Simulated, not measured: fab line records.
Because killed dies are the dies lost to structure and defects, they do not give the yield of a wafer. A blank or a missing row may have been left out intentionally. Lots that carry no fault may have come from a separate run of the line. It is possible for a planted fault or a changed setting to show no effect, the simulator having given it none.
A struck lot beside a sound one | flow nandHarc | 14 steps out of a route of 1302
Sound: wafers L409.1, L409.3, L409.5. The struck wafers were L423.1, L423.2, L423.4. The cause is given at the end.
Per side, at each step with rows, come the tool, then ch with its chambers, and then its first start. Under that, the readings that differ: sound wafers | struck wafers | difference of the means | sigmas: that difference in standard deviations of wafers without a fault.
alike: a reading whose means differ by less than 2 such deviations, as well as words and numbers matching on both sides. not compared: withheld readings; readings where some wafer has no value; bounds like >300 that might hide an equal value; numbers whose values overlap and for which the record gives no deviation.
Wherever a step has rows on one side only, a row that says differs or no value, or a row with sigmas, the two part there. Numbers that don't overlap but have no deviation are shown without sigmas and don't part them. A reading that every wafer of one side lacks parts them only if that side has two wafers or more.

first, 10 steps without rows for these wafers: NHARC_A_STAIRCASE_SRD_241; NHARC_A_STAIRCASE_DEHYDRATE_242 (time 120 s); NHARC_A_STAIRCASE_HMDS_243 (time 30 s); NHARC_A_STAIRCASE_COAT_244; NHARC_A_STAIRCASE_SOFTBAKE_245 (time 170 s); NHARC_A_STAIRCASE_EBR_246; NHARC_A_STAIRCASE_EXPOSE_247 (exposes mask SDS 1); NHARC_A_STAIRCASE_PEB_248 (peb time 130 s); NHARC_A_STAIRCASE_DEVELOP_249 (time 140 s); NHARC_A_STAIRCASE_HARDBAKE_251 (time 140 s).
NHARC_A_STAIRCASE_DESCUM_252: chemistry O2, time 3 s.
  sound on rieDiel-09 ch 0,1, day 18 07:01; struck on rieDiel-09 ch 1,2,3, day 23 17:19
  alike: drypumpMotorCurrentA, oesProductAu, rfVppV, showerheadPlenumPTorr, throttleValvePct
  not compared: rfHoursCounterH
NHARC_A_STAIRCASE_ETCH_253: etches the open film in C4F8/O2, target depth 50 nm, time 20.2 s.
  sound on rieDiel-09 ch 0,1,3, day 18 07:06; struck on rieDiel-09 ch 0,1,2, day 23 17:24
  no value came back on the struck wafers for any of 5 readings (biasW (W), chamberPressureMTorr (mTorr) and others); on the sound wafers biasW (W) reads 1001.9 1004.2 998.0
  not compared: rfHoursCounterH
NHARC_A_STAIRCASE_STRIP_254: strips in O2.
  sound on plasmaAsher-02 ch 1, day 18 07:11; struck on plasmaAsher-01 ch 0,1, day 23 17:29
  alike: drypumpMotorCurrentA, heaterPowerW
  not compared: rfHoursCounterH
-- break in the record here, with 8 days between the starts of the struck wafers on either side (left off in module A_STAIRCASE, picked up again in module END, where the first step shown is number 1302 on the route) --
NHARC_END_SORT_01:
  the record has rows for the struck wafers here (prober-01 ch 0, day 31 16:05) and none for the sound ones

== WHERE THEY PART ==
Last at NHARC_END_SORT_01 as far as this record goes, first at NHARC_A_STAIRCASE_ETCH_253.

WHY: what the simulator had put in
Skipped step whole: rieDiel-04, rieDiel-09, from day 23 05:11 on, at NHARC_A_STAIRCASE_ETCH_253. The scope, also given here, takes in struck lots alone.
